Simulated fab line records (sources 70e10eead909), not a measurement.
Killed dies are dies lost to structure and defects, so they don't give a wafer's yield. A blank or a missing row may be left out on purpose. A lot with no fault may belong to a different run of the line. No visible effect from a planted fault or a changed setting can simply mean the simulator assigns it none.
A lot that was struck, set against a sound lot / flow nand harc / 15 steps out of a route of 1302
Sound: wafers L470.1, L470.2, L470.5. Struck: wafers L482.3, L482.4, L482.5. The cause comes at the end.
Order at every step that has rows: each side's tool, ch and its chambers, its first start. Under that, the readings that differ: sound wafers / struck wafers / difference of the means / sigmas: that difference in standard deviations of wafers without a fault.
alike: a reading whose means differ by less than 2 such deviations, as well as words and numbers matching on both sides. not compared: withheld readings; readings where some wafer has no value; bounds like >300 that might hide an equal value; numbers whose values overlap and for which the record gives no deviation.
A row with sigmas, a row that says differs or no value, or rows on one side alone: a step with any of these is where the two part. Numbers that have no deviation but don't overlap get no sigmas and don't part them. A reading missing from all wafers of one side parts the sides only when that side holds two or more wafers.

NHARC_A_CHANNEL_HOLE_D2_INSPECT_40:
  sound on defect inspect-02 at day 13 08:23; struck on defect inspect-01 at day 18 10:28
  alike: raw defect count
then, 3 steps without rows for these wafers: NHARC_A_CHANNEL_FILL_D2_PRECLEAN_00 (cleans in SC1); NHARC_A_CHANNEL_FILL_D2_SRD_01; NHARC_A_CHANNEL_FILL_D2_ALD_02 (deposits SiO2, target thk 6 nm, pulse time 10 s, ald cycles 60).
NHARC_A_CHANNEL_FILL_D2_ALD_03: deposits SiNx, target thk 6 nm, pulse time 60 s, ald cycles 58.
  sound: ald sin batch-03 ch 0; struck: ald sin batch-03 ch 0
  alike: precursor pulse height rel
NHARC_A_CHANNEL_FILL_D2_ALD_14: deposits SiO2, target thk 2.5 nm, pulse time 10 s, ald cycles 25.
  sound on ald hk-02 ch 0,1,3, day 13 15:39; struck on ald hk-02 ch 1,3, day 18 17:43
  alike: heater power w, precursor pulse height rel
then, 1 step without rows for these wafers: NHARC_A_CHANNEL_FILL_D2_ALD_15 (deposits SiNx, target thk 2 nm, pulse time 60 s, ald cycles 19).
NHARC_A_CHANNEL_FILL_D2_ALD_16: deposits SiO2, target thk 1.5 nm, pulse time 10 s, ald cycles 15.
  sound on ald hk-02 ch 1,3, day 13 21:47; struck on ald hk-03 ch 0,3, day 19 00:04
  alike: heater power w, precursor pulse height rel
then, 2 steps without rows for these wafers: NHARC_A_CHANNEL_FILL_D2_ANNEAL_17 (time 1800 s); NHARC_A_CHANNEL_FILL_D2_CVD_18 (deposits poly-Si, target thk 3 nm).
NHARC_A_CHANNEL_FILL_D2_ETCHBACK_19: etches the open film in HBr/Cl2, target depth 5 nm, time 1.7 s.
  sound on rie si-03 ch 1,3, day 14 10:25; struck on rie si-04 ch 0,2, day 19 14:09
  alike: drypump motor current A, oes product au, throttle valve pct
  not compared: rf hours counter h
NHARC_A_CHANNEL_FILL_D2_ETCHBACK_20: etches the open film in C4F8/O2/Ar, target depth 27 nm, time 13.5 s.
  sound on rie diel-05 ch 0,1,3, day 14 10:34; struck on rie diel-02 ch 0,2,3, day 19 14:18
  alike: oes product au, rf vpp V
  not compared: rf hours counter h
NHARC_A_CHANNEL_FILL_D2_STRIP_28: strips in O2, time 20 s.
  sound on rie diel-05 ch 1,2,3, day 14 10:38; struck on rie diel-02 ch 0,2,3, day 19 14:22
  no value came back on the struck wafers for any of 7 readings (bias w (W), chamber pressure mTorr (mTorr) and others); on the sound wafers bias w (W) reads 0 0 0
  not compared: rf hours counter h
then, 1 step without rows for these wafers: NHARC_A_CHANNEL_FILL_D2_PRECLEAN_21 (cleans in dHF, time 30 s).
-- record jumps: 10 days between struck wafers' starts before vs after; left off in module A_CHANNEL_FILL_D2, resumes in module END, first step shown is number 1302 of the route --
NHARC_END_SORT_01:
  only the struck wafers appear in the record here, on prober-02 ch 0 at day 29 08:41; the sound ones have no rows

WHERE THEY PART
First at NHARC_A_CHANNEL_FILL_D2_STRIP_28; last, within this record, at NHARC_END_SORT_01.

WHY: what had been put in by the simulator
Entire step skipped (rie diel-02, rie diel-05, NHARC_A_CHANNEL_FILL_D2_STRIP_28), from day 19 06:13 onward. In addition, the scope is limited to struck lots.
